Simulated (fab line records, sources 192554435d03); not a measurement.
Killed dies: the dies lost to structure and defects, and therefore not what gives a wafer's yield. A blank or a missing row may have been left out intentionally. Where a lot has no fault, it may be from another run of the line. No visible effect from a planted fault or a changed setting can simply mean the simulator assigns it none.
Lot-split experiment    flow n5 finfet    21 wafers read from 7 lots, route of 1938 steps

## ABOUT THE SPLIT
At N5_BEOL_M0_SAQP_COAT_72 (time 60 s, resist thk 15 nm), the setting spin rpm was moved away from the recipe's 1500 rpm on 5 of the 21 wafers read, by -6.5% to -2.9%. For the rest of the wafers, this setting stayed at what the recipe calls for.

## FROM THE SPLIT TO THE READING: what the file shows between them, 5 steps
- N5_BEOL_M0_SAQP_EXPOSE_37: exposes mask M0 CUT1, target cd 30 nm (also split here: dose mj)
- N5_BEOL_M0_SAQP_PEB_38: peb time 60 s
- N5_BEOL_M0_SAQP_DEVELOP_39: develop time 30 s
- N5_BEOL_M0_SAQP_DESCUM_45: chemistry O2, time 7 s
- N5_BEOL_M0_SAQP_ETCH_88: etches underlayer in N2/H2, target depth 6.5 nm, time 5.2 s

## THE READING
etch.depth nm (the simulator's own value, which no gauge read), in nm, at N5_BEOL_M0_SAQP_ETCH_73 (etches SiARC in CF4, target depth 19.5 nm, time 32.5 s). The file gives no usual value for it. Here, 16 wafers ran the recipe; their average is 15.03 nm with a standard deviation of 0.038 nm.

wafer   tool, chamber at the split  spin rpm as run, rpm  against the recipe  etch.depth nm, nm  against lot-mates on the recipe
L080.1  litho track-04, 0           1500                  recipe              15.06              -
L080.2  litho track-04, 0           1500                  recipe              15.02              -
L080.3  litho track-04, 0           1500                  recipe              15.05              -
L082.2  litho track-04, 0           1500                  recipe              15.01              -
L082.3  litho track-04, 0           1500                  recipe              14.98              -
L082.6  litho track-04, 0           1500                  recipe              15.06              -
L085.4  litho track-03, 0           1414                  -5.7%               15.48              +0.38
L085.5  litho track-03, 0           1500                  recipe              15.1               -
L085.6  litho track-03, 0           1414                  -5.7%               15.52              +0.42
L088.1  litho track-01, 0           1500                  recipe              15.08              -
L088.5  litho track-01, 0           1457                  -2.9%               15.31              +0.23
L088.6  litho track-01, 0           1457                  -2.9%               15.33              +0.25
L094.1  litho track-03, 0           1500                  recipe              15.06              -
L094.2  litho track-03, 0           1500                  recipe              15.06              -
L094.5  litho track-03, 0           1500                  recipe              15.06              -
L096.3  litho track-03, 0           1500                  recipe              14.97              -
L096.4  litho track-03, 0           1500                  recipe              14.98              -
L096.5  litho track-03, 0           1402                  -6.5%               15.52              +0.54
L097.3  litho track-03, 0           1500                  recipe              15.04              -
L097.4  litho track-03, 0           1500                  recipe              15                 -
L097.6  litho track-03, 0           1500                  recipe              15                 -

FIT RESULTS
A straight line over all 21 wafers: etch.depth nm changes by -0.0808 nm for each +1% of spin rpm; r = -0.98; the points scatter about the line by 0.041 nm.
The same after taking each lot's own level away (the mean of its wafers on the recipe; 21 wafers): -0.0761 nm for each +1%; r = -0.99; scatter 0.025 nm.
That fit puts the effect of the largest move of spin rpm on the reading at 0.5 nm.
Measured against the standard deviation above, the lots' own levels, which go from 14.975 to 15.100 nm, span 3.3 times it.
Hence the lot-to-lot level has little effect on the slope; both slopes agree.
Check: with one of the wafers moved furthest among these (-6.5%) left out of the fit, the line predicts +0.473 nm for it against its lot-mates. It came out at +0.545 nm against them.

## THESE WAFERS: OTHER SPLITS
Other splits were also applied to these wafers ahead of the reading. Each is held against what the fit with the lots' levels taken away leaves over:
other split on the same wafers         wafers away from the commonest value  r with etch.depth nm (lot level and that fit taken away)
N5_MOL_CONTACT_COAG_ETCH_105 bias w    7                                     -0.26
N5_MOL_CONTACT_COAG_EXPOSE_81 dose mj  12                                    -0.11
N5_MOL_CONTACT_COAG_ETCH_91 time s     6                                     -0.06
N5_BEOL_M0_SAQP_DESCUM_19 time s       7                                     -0.10
N5_BEOL_M0_SAQP_EXPOSE_37 dose mj      5                                     +0.15

## THE WHOLE CHAIN: every reading that the file lists as answering this split, in the file's order
step                     what it does                                            reading                                                                                change (the file's fit)                 r (the file's)
N5_BEOL_M0_SAQP_COAT_72  time 60 s, resist thk 15 nm                             SiARC_of_BEOL_M0_SAQP_COAT_72.thk nm (the simulator's own value, which no gauge read)  -0.081 nm for each +1% of the setting   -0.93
N5_BEOL_M0_SAQP_ETCH_73  etches SiARC in CF4, target depth 19.5 nm, time 32.5 s  etch.depth nm (the simulator's own value, which no gauge read)                         -0.0786 nm for each +1% of the setting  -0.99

## FILE'S OWN FIT
etch.depth nm changes by -0.0786 nm for each +1% of spin rpm, r = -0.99.
